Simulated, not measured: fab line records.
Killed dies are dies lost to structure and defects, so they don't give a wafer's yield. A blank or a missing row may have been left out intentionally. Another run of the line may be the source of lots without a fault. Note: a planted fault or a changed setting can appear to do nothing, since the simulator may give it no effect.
Comparing a struck lot with a sound one	flow n5_finfet	16 steps out of a route of 1938
Sound: these wafers, L601.1, L601.3, L601.5. Struck: wafer L611.5; the same lot's L611.2 was not struck, so it is left out; see the end for the cause.
At each step with rows: each side's tool, then ch and its chambers, then its first start. Under that, the readings that differ: sound wafers	struck wafers	difference of the means	sigmas: that difference in standard deviations of wafers without a fault.
alike: readings whose means differ by less than 2 such deviations, and words and numbers that are the same on both sides. not compared: withheld readings, readings that some wafer has no value for, bounds like >300 that may hide the same value, and numbers for which the record gives no deviation and whose values overlap.
Wherever a step has rows on one side only, a row that says differs or no value, or a row with sigmas, the two part there. Numbers that don't overlap but have no deviation are shown without sigmas and don't part them. Lack of a reading on every wafer of one side parts them only where that side has two or more wafers.

first, 3 steps without rows for these wafers: N5_HKMG_FIN_ETCH_86 (etches SOC in N2/H2, stops on TiN, target depth 393.2 nm); N5_HKMG_FIN_STRIP_89 (strips SOC in N2/H2, time 20 s); N5_HKMG_FIN_WET_ETCH_87 (etches TiN in SC1, time 154.2 s, target depth 4.7 nm, rinse time 30 s).
N5_HKMG_FIN_STRIP_88: strips in N2/H2, time 360 s.
  sound on plasma_asher-01 ch 1, day 6 10:10; struck on plasma_asher-02 ch 1, day 9 01:30
  alike: drypump_motor_current_A, h2_flow_sccm, heater_power_w
  not compared: rf_hours_counter_h
N5_HKMG_FIN_NWFM_ALD_20: deposits TiAlC, target thk 2 nm, pulse time 3 s, purge time 2 s.
  sound on ald_metal-04 ch 0,3, day 6 10:33; struck on ald_metal-04 ch 0, day 9 01:53
  alike: heater_power_w, precursor_pulse_height_rel
  not compared: ald_cycles
then, 2 steps without rows for these wafers: N5_HKMG_FIN_ALD_71 (deposits TiN, target thk 1 nm, pulse time 1 s, purge time 3 s); N5_HKMG_FIN_COAT_66 (time 60 s, resist thk 300 nm).
N5_HKMG_FIN_ETCH_67: etches SOC in N2/H2, stops on TiN, target depth 388.9 nm.
  sound on rie_diel-05 ch 0,1,2, day 6 10:59; struck on rie_diel-06 ch 0, day 9 02:25
reading	sound	struck	difference	sigmas
drypump_motor_current_A (A)	5.8 6.1 5.1	6.7	+1.0	+2
  alike: h2_flow_sccm, oes_product_au, rf_vpp_V, showerhead_plenum_p_Torr, throttle_valve_pct
  not compared: rf_hours_counter_h
then, 2 steps without rows for these wafers: N5_HKMG_FIN_STRIP_90 (strips SOC in N2/H2, time 20 s); N5_HKMG_FIN_WET_ETCH_73 (etches the open film in SC1, time 42.3 s, target depth 1.3 nm, rinse time 30 s).
N5_HKMG_FIN_ETCHBACK_68: etches the open film in Cl2/Ar, stops on HfO2, target depth 0.5 nm.
  sound on rie_metal-03 ch 0,1, day 6 11:13; struck on rie_metal-03 ch 1, day 9 02:38
  alike: drypump_motor_current_A, mfc_ar_sccm, oes_product_au, throttle_valve_pct
  not compared: rf_hours_counter_h
then, 1 step without rows for these wafers: N5_HKMG_FIN_STRIP_69 (strips in N2/H2, time 360 s).
N5_HKMG_FIN_ALD_21: deposits TiN, target thk 1.5 nm, pulse time 1 s, purge time 3 s.
  sound on ald_metal-03 ch 0,1,3, day 6 11:44; struck on ald_metal-04 ch 2, day 9 03:10
reading	sound	struck	difference	sigmas
ald_cycles	68 68 68	76	+8	
  alike: heater_power_w, precursor_pulse_height_rel
N5_HKMG_FIN_ALD_72: deposits W, target thk 2 nm, pulse time 1 s, purge time 2 s.
  sound on cvd_w-02 ch 0,1, day 6 12:05; struck on cvd_w-02 ch 0, day 9 03:31
  alike: heater_power_w, precursor_pulse_height_rel
  not compared: ald_cycles
-- a jump in the record: the struck wafers' starts before and after are 4 days apart (it breaks off in module HKMG_FIN and resumes in module BEOL_M4, where the first step shown is number 1111 of the route) --
N5_BEOL_M4_RC_MEAS_101:
  sound on prober-01 ch 0, day 10 02:05; struck on prober-02 ch 0, day 13 00:25
  alike: DIBL_N, DIBL_P, IOFF_N, IOFF_P, ION_N, ION_P, SS_N, SS_P, VT_N, VT_P
N5_PASSIVATION_PROBE_49:
  rows exist in the record for the sound wafers here (prober-01, day 14 03:50), none for the struck ones

== WHERE THEY PART ==
At N5_HKMG_FIN_ETCH_67 first; at N5_PASSIVATION_PROBE_49 last (within this record only).

WHY: what the simulator had put in
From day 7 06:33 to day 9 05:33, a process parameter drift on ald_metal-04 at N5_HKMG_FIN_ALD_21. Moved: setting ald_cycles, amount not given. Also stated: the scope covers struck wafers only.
